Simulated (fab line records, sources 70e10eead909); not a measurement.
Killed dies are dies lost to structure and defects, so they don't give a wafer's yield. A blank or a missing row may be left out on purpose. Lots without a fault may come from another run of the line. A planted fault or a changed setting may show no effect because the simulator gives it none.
A struck lot beside a sound one | flow nand_harc | 13 steps out of a route of 1159
Sound: wafers L867.1, L867.3, L867.4. Struck: wafers L886.4, L886.6. (L886.3 of the same lot was not struck and is left out.) The cause comes at the end.
At each step with rows: each side's tool, then ch and its chambers, then its first start. Under that, the readings that differ: sound wafers | struck wafers | difference of the means | sigmas: that difference in standard deviations of wafers without a fault.
alike: readings whose means differ by less than 2 such deviations, and words and numbers that are the same on both sides. not compared: withheld readings, readings that some wafer has no value for, bounds like >300 that may hide the same value, and numbers for which the record gives no deviation and whose values overlap.
The two part at a step that has a row with sigmas, a row that says differs or no value, or rows on one side only. Numbers that don't overlap but have no deviation are shown without sigmas and don't part them. A reading that every wafer of one side lacks parts them only if that side has two wafers or more.

NHARC_A_SLIT_CD_MEAS_21:
  sound on cd_sem-03, day 15 17:55; struck on cd_sem-02, day 20 08:32
  alike: cd_nm
then, 3 steps without rows for these wafers: NHARC_A_SIN_REMOVE_WET_00 (chemistry H3PO4, time 15300 s); NHARC_A_SIN_REMOVE_PRECLEAN_01 (cleans in SC1); NHARC_A_SIN_REMOVE_SRD_02.
NHARC_A_SIN_REMOVE_INSPECT_04:
  sound on defect_inspect-01, day 16 01:37; struck on defect_inspect-01, day 20 16:10
  alike: raw_defect_count
NHARC_A_WL_FILL_ALD_00: deposits Al2O3, target thk 3 nm, pulse time 3 s, ald cycles 30.
  sound on ald_hk-01 ch 1,2,3, day 16 01:46; struck on ald_hk-01 ch 0,3, day 20 16:17
  alike: heater_power_w, precursor_pulse_height_rel
NHARC_A_WL_FILL_RTA_01: time 5 s.
  sound on rtp_anneal-01 ch 0, day 16 02:02; struck on rtp_anneal-01 ch 0, day 20 16:33
  alike: lamp_power_pct, wafer_temp_C_max
then, 1 step without rows for these wafers: NHARC_A_WL_FILL_ALD_02 (deposits TiN, target thk 2 nm, pulse time 3 s, ald cycles 100).
NHARC_A_WL_FILL_CVD_03: deposits W, target thk 40 nm, time 3302 s.
  sound on cvd_w-02 ch 0,1, day 16 03:45; struck on cvd_w-02 ch 0,1, day 20 18:22
  alike: heater_power_w, throttle_valve_pct
NHARC_A_WL_FILL_ETCHBACK_04: etches the open film in NF3, target depth 60 nm, time 120 s.
  sound on rie_metal-01 ch 0,1, day 16 07:07; struck on rie_metal-03 ch 0, day 20 20:48
  reading                     | sound       | struck  | difference | sigmas
  drypump_motor_current_A (A) | 5.7 5.2 5.7 | 6.5 6.5 | +1.0       | +2
  alike: oes_product_au, run_length_s
  not compared: rf_hours_counter_h
NHARC_A_WL_FILL_ETCHBACK_05: etches the open film in Cl2/BCl3, target depth 22 nm, time 60 s.
  sound on rie_metal-01 ch 0,1, day 16 07:20; struck on rie_metal-03 ch 0, day 20 21:00
  reading                     | sound          | struck    | difference | sigmas
  drypump_motor_current_A (A) | 5.7 5.6 5.2    | 6.5 6.5   | +1.0       | +2
  run_length_s (s)            | 81.1 81.5 81.4 | 91.2 91.1 | +9.8       | +26
  alike: oes_product_au
  not compared: rf_hours_counter_h
NHARC_A_WL_FILL_STRIP_27: strips in N2/H2, time 20 s.
  sound on plasma_asher-01 ch 0,1, day 16 07:58; struck on plasma_asher-01 ch 0, day 20 21:16
  alike: drypump_motor_current_A, heater_power_w, rf_refl_power_W
  not compared: rf_hours_counter_h
-- the record jumps here: 4 days lie between the struck wafers' starts before and after (it left off in module A_WL_FILL and takes up again in module END, whose first step shown is number 1159 of the route) --
NHARC_END_SORT_01:
  sound on prober-02 ch 0, day 20 08:50; struck on prober-02 ch 0, day 25 05:23
  alike: killed_at_array, killed_at_other, killed_at_periphery, killed_dies, killed_open, killed_short

WHERE THEY PART
First at NHARC_A_WL_FILL_ETCHBACK_04; last, within this record, at NHARC_A_WL_FILL_ETCHBACK_05. Later steps at which nothing parts them and some readings are alike: NHARC_A_WL_FILL_STRIP_27, NHARC_END_SORT_01.

WHY: what the simulator had put in
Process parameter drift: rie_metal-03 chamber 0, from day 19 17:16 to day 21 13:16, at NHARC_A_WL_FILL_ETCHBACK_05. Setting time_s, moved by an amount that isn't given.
